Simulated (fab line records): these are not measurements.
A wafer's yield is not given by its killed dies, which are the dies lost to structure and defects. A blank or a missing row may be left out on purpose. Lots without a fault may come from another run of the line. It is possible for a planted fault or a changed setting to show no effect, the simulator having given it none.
Which tool did it? -- flow n5 finfet -- 24 lots, 72 wafers sampled, at 1 step of a route of 1938

WHAT THE GAUGES READ, wafer by wafer
N5_BEOL_M7_INSPECT_58: inspects for defects (darkfield). Usual: 75 for raw defect count, sd 24.
lot,measured,on,raw defect count,flag
L074,day 8 23:59,defect inspect-02,85 88 69,
L075,day 9 08:27,defect inspect-02,63 27 78,
L076,day 10 00:35,defect inspect-02,81 87 49,
L080,day 10 22:53,defect inspect-01,52 65 71,
L078,day 10 23:45,defect inspect-02,71 108 111,
L077,day 10 23:57,defect inspect-01,70 48 92,
L079,day 11 00:11,defect inspect-02,58 72 60,
L082,day 11 00:35,defect inspect-02,75 105 101,
L083,day 11 03:57,defect inspect-02,49 49 47,
L081,day 11 10:15,defect inspect-02,42 41 59,
L084,day 12 05:34,defect inspect-02,103 68 98,
L085,day 12 10:28,defect inspect-01,40 43 31,
L086,day 12 17:46,defect inspect-02,38 65 71,
L088,day 12 22:24,defect inspect-02,57 74 103,
L087,day 13 04:57,defect inspect-02,66 114 62,
L089,day 13 17:14,defect inspect-01,87 103 122,
L090,day 13 20:37,defect inspect-02,76 106 41,
L091,day 14 00:43,defect inspect-02,104 138 161,
L092,day 14 01:05,defect inspect-02,65 88 52,
L093,day 14 05:53,defect inspect-02,53 66 101,
L094,day 14 17:55,defect inspect-02,84 46 76,
L095,day 14 22:56,defect inspect-02,57 99 104,
L096,day 15 08:03,defect inspect-01,89 104 101,
L097,day 15 10:00,defect inspect-02,68 78 77,

WHAT TOOL EACH LOT RAN ON (gives the tool, then ch and the chambers of the sampled wafers, and finally the start)
The record holds no process step before these readings.

WHAT THE TOOLS THEMSELVES READ (means of the sampled wafers that have a number; where no wafer has one, the mark that the record gives instead)
The record holds no such reading with a usual standard deviation.

THE ANSWER, worked out from the rows above alone
Rule: take the mean of a lot's wafers that have a number; if it is more than 3 standard deviations from the usual mean, the lot is off. Also off: a lot with no number at a reading for which 4 or more lots have one. All remaining lots with rows at the step are treated as sound. The gauges are gone through in route order, then the tools' own readings, and for those a lot's mean is taken as printed above. At the first step where some lot is off, the reading lying furthest off is the one used; lots without a number count as furthest.
None of the lots is off at any reading shown; this tells nothing.

WHAT HAD BEEN PUT IN BY THE SIMULATOR
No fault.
